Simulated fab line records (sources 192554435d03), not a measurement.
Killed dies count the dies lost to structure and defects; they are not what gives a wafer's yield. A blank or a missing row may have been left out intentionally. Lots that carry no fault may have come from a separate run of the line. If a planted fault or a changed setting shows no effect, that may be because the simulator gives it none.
Matching of chambers + flow n5_finfet + rie_diel-04 running N5_HKMG_FIN_STRIP_93: 4 sister chambers
The step strips SOC in N2/H2, time 20 s. 24 wafers are shown with their chamber, then 12 later ones without.

== EACH WAFER AND ITS CHAMBER ==
| wafer  | chamber | drypump_motor_current_A (A) | throttle_valve_pct (%) | oes_product_au (a.u.) |
|--------|---------|-----------------------------|------------------------|-----------------------|
| L079.1 | 1       | 6.4                         | 19.0                   | 0.72                  |
| L079.2 | 0       | 5.7                         | 19.5                   | 0.67                  |
| L079.6 | 0       | 5.7                         | 19.5                   | 0.68                  |
| L080.1 | 1       | 6.4                         | 19.0                   | 0.73                  |
| L080.3 | 3       | 5.8                         | 19.6                   | 0.79                  |
| L080.6 | 1       | 6.4                         | 19.0                   | 0.73                  |
| L082.2 | 2       | 5.8                         | 18.3                   | 0.88                  |
| L082.3 | 3       | 5.8                         | 19.6                   | 0.78                  |
| L082.5 | 3       | 5.8                         | 19.6                   | 0.77                  |
| L083.1 | 3       | 5.8                         | 19.6                   | 0.78                  |
| L083.5 | 2       | 5.8                         | 18.3                   | 0.87                  |
| L083.6 | 3       | 5.8                         | 19.6                   | 0.78                  |
| L084.1 | 1       | 6.4                         | 19.0                   | 0.72                  |
| L084.3 | 3       | 5.8                         | 19.6                   | 0.76                  |
| L084.6 | 3       | 5.8                         | 19.6                   | 0.77                  |
| L086.3 | 2       | 5.7                         | 18.4                   | 0.86                  |
| L086.4 | 1       | 6.4                         | 19.0                   | 0.72                  |
| L086.5 | 2       | 5.7                         | 18.4                   | 0.85                  |
| L088.1 | 1       | 6.4                         | 19.0                   | 0.72                  |
| L088.2 | 3       | 5.8                         | 19.7                   | 0.76                  |
| L088.5 | 3       | 5.8                         | 19.6                   | 0.76                  |
| L090.1 | 1       | 6.4                         | 19.0                   | 0.71                  |
| L090.2 | 0       | 5.8                         | 19.2                   | 0.95                  |
| L090.3 | 3       | 5.8                         | 19.6                   | 0.76                  |

SIGNATURES (averages over the wafers above)
| reading                 | chamber 0 | chamber 1 | chamber 2 | chamber 3 | scatter within a chamber |
|-------------------------|-----------|-----------|-----------|-----------|--------------------------|
| drypump_motor_current_A | 5.733     | 6.400     | 5.750     | 5.800     | 0.0289                   |
| throttle_valve_pct      | 19.400    | 19.000    | 18.350    | 19.610    | 0.0628                   |
| oes_product_au          | 0.7667    | 0.7214    | 0.8650    | 0.7710    | 0.0512                   |
Rule: for a wafer and a chamber, the distance is found by dividing, reading by reading, the gap between the wafer's reading and the chamber's mean by the reading's scatter, squaring, summing and taking the root. The wafer belongs to the nearest chamber; if the next one is less than 2 further off, it can't be placed. The scatter: take each reading less its chamber's mean, square it, sum over the shown wafers, divide by the number of wafers less the number of chambers, and take the root.

== WAFERS MISSING THEIR CHAMBER ==
| wafer  | drypump_motor_current_A (A) | throttle_valve_pct (%) | oes_product_au (a.u.) |
|--------|-----------------------------|------------------------|-----------------------|
| L090.4 | 5.8                         | 18.4                   | 0.85                  |
| L090.5 | 5.8                         | 19.6                   | 0.76                  |
| L090.6 | 5.7                         | 19.2                   | 0.95                  |
| L091.3 | 5.8                         | 19.7                   | 0.76                  |
| L091.5 | 5.7                         | 19.2                   | 0.95                  |
| L091.6 | 5.8                         | 19.6                   | 0.76                  |
| L093.1 | 5.8                         | 19.2                   | 0.94                  |
| L093.4 | 5.7                         | 19.2                   | 0.94                  |
| L093.5 | 5.8                         | 18.4                   | 0.85                  |
| L097.1 | 5.8                         | 18.4                   | 0.82                  |
| L097.2 | 5.7                         | 19.2                   | 0.91                  |
| L097.3 | 5.8                         | 19.7                   | 0.73                  |

== THE CHAMBER EACH PASSED THROUGH ==
| wafer  | from the rows above | in truth |
|--------|---------------------|----------|
| L090.4 | 2                   | 2        |
| L090.5 | 3                   | 3        |
| L090.6 | 0                   | 0        |
| L091.3 | 3                   | 3        |
| L091.5 | 0                   | 0        |
| L091.6 | 3                   | 3        |
| L093.1 | 0                   | 0        |
| L093.4 | 0                   | 0        |
| L093.5 | 2                   | 2        |
| L097.1 | 2                   | 2        |
| L097.2 | 0                   | 0        |
| L097.3 | 3                   | 3        |
Correctly placed: 12 of 12. From these rows, 0 cannot be placed. Wrongly placed: 0.
